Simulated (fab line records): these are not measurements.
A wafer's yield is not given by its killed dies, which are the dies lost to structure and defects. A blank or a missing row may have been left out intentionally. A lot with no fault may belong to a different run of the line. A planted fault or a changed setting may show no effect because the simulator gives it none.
Chamber matching | flow n5 finfet | N5_BEOL_M12_ETCH_38 on rie diel-05 has 4 sister chambers
The step etches SiCN in CF4/N2, target depth 68.7 nm, time 73.4 s. 4 wafers are shown with their chamber, then 9 later ones without.

## WAFERS PAIRED WITH THEIR CHAMBERS
wafer  | chamber | drypump motor current A (A)
L078.6 | 3       | 6.5
L082.5 | 1       | 5.2
L086.4 | 0       | 5.7
L086.6 | 2       | 5.5

## WAFERS WITHOUT THEIR CHAMBER
wafer  | drypump motor current A (A)
L088.2 | 5.8
L088.5 | 5.8
L088.6 | 5.5
L094.1 | 5.5
L094.5 | 5.2
L094.6 | 5.7
L095.1 | 5.8
L095.2 | 6.5
L095.4 | 5.1

## EACH ONE'S CHAMBER
wafer  | from the rows above | in truth
L088.2 | 0                   | 0
L088.5 | 0                   | 0
L088.6 | 2                   | 2
L094.1 | 2                   | 2
L094.5 | 1                   | 1
L094.6 | 0                   | 0
L095.1 | 0                   | 0
L095.2 | 3                   | 3
L095.4 | 1                   | 1
Placed correctly: 9 of 9. Number that these rows cannot place: 0. 0 placed wrongly.
How it was worked out, from the rows above alone: a wafer's distance from a chamber is the root of the sum, over the readings, of the square of ((its reading less the chamber's mean) divided by the reading's scatter). If the next closest chamber is less than 2 further off than the closest, the wafer can't be placed; otherwise it belongs to the closest. Each chamber's mean is taken over the wafers shown for it. The scatter (one wafer shown for each chamber): square how far every hidden wafer sits from the nearest shown wafer, average those squares and take the square root.
